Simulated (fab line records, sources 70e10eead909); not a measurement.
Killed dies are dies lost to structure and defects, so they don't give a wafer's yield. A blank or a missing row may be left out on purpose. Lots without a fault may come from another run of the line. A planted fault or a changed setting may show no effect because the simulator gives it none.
Which tool did it? | flow nand_harc | 12 lots, 36 wafers sampled, at 4 steps of a route of 1302

WHAT THE GAUGES READ, wafer by wafer
NHARC_A_ONON_D2_THK_MEAS_30: measures by ellipsometry.
lot  | measured     | on            | thk_nm (nm)
L075 | day 13 05:29 | film_metro-02 | 991 991 991
L077 | day 14 02:46 | film_metro-02 | 991 992 993
L079 | day 15 03:48 | film_metro-01 | 1000 998 999
L081 | day 16 12:31 | film_metro-01 | 1000 997 999
L083 | day 16 12:39 | film_metro-02 | 1002 1001 1002
L085 | day 17 06:46 | film_metro-02 | 1012 1012 1013
L088 | day 18 19:16 | film_metro-02 | 1007 1007 1007
L087 | day 18 19:16 | film_metro-01 | 1012 1013 1011
L091 | day 19 18:49 | film_metro-02 | 995 995 995
L093 | day 20 13:48 | film_metro-02 | 1006 1009 1008
L095 | day 22 04:54 | film_metro-01 | 1001 1002 1002
L097 | day 22 12:14 | film_metro-01 | 1007 1009 1008

WHICH TOOL RAN EACH LOT (tool, then ch and the chambers of the sampled wafers, then the start)
lot  | NHARC_A_CHANNEL_HOLE_D1_ETCH_44    | NHARC_A_CHANNEL_FILL_D1_ETCHBACK_20 | NHARC_A_CHANNEL_FILL_D1_STRIP_29
L075 | rie_diel-11 ch 0,1,2, day 9 05:25  | rie_diel-03 ch 1,2, day 10 06:23    | rie_diel-03 ch 1,3, day 13 05:29 or earlier
L077 | rie_diel-10 ch 2,3, day 9 22:37    | rie_diel-07 ch 0,2,3, day 11 02:24  | rie_diel-06 ch 0,1, day 14 02:46 or earlier
L079 | rie_diel-08 ch 0,1,3, day 11 02:01 | rie_diel-07 ch 0,2,3, day 12 04:29  | rie_diel-07 ch 0,3, day 15 03:48 or earlier
L081 | rie_diel-10 ch 0,1, day 12 05:19   | rie_diel-06 ch 0,2,3, day 13 06:53  | rie_diel-03 ch 0,1,2, day 16 12:31 or earlier
L083 | rie_diel-08 ch 0,1,3, day 12 12:05 | rie_diel-06 ch 0,1,2, day 13 14:05  | rie_diel-06 ch 1,2,3, day 14 07:39
L085 | rie_diel-10 ch 0,2,3, day 13 03:56 | rie_diel-06 ch 1,3, day 14 05:08    | rie_diel-03 ch 0,2, day 17 06:46 or earlier
L088 | rie_diel-10 ch 0,2, day 14 18:26   | rie_diel-03 ch 0,3, day 15 19:47    | rie_diel-03 ch 1,2,3, day 18 19:16 or earlier
L087 | rie_diel-10 ch 0,2,3, day 14 22:35 | rie_diel-03 ch 1,2,3, day 15 23:53  | rie_diel-06 ch 0,2,3, day 18 19:16 or earlier
L091 | rie_diel-11 ch 1,2,3, day 15 17:44 | rie_diel-06 ch 0,2,3, day 16 21:31  | rie_diel-07 ch 0,1,2, day 19 18:49 or earlier
L093 | rie_diel-10 ch 0,2, day 16 10:13   | rie_diel-03 ch 0,2, day 17 13:43    | rie_diel-06 ch 0,1,2, day 20 13:48 or earlier
L095 | rie_diel-10 ch 0,2, day 17 22:40   | rie_diel-07 ch 1,2,3, day 19 00:49  | rie_diel-03 ch 1,2, day 22 04:54 or earlier
L097 | rie_diel-10 ch 0,1, day 18 06:40   | rie_diel-07 ch 0,1,2, day 19 08:21  | rie_diel-07 ch 0,1, day 22 12:14 or earlier
- NHARC_A_CHANNEL_HOLE_D1_ETCH_44: etches the open film in CF4/O2, target depth 140 nm, overetch 14 nm, time 77 s.
- NHARC_A_CHANNEL_FILL_D1_ETCHBACK_20: etches the open film in C4F8/O2/Ar, target depth 27 nm, time 13.5 s.
- NHARC_A_CHANNEL_FILL_D1_STRIP_29: strips in O2, time 20 s.

THE ANSWER, worked out from the rows above alone
Rule: what is usual is taken from the lots themselves. Put in order of their means at a reading, lots are off if they are a third of the lots or fewer, leave a main group of 4 or more, and stand apart from it by a gap of 3 or more times the standard deviation of the main group's means; of several such gaps the widest counts. A main group whose means are all the same, to the digits that the tables above print for the reading, isn't used. A lot without any number at a reading at which 4 lots or more have one is off too. The other lots that the step has rows for count as sound.
No lot is off at any reading shown: from this, nothing can be told.

WHAT THE SIMULATOR HAD PUT IN
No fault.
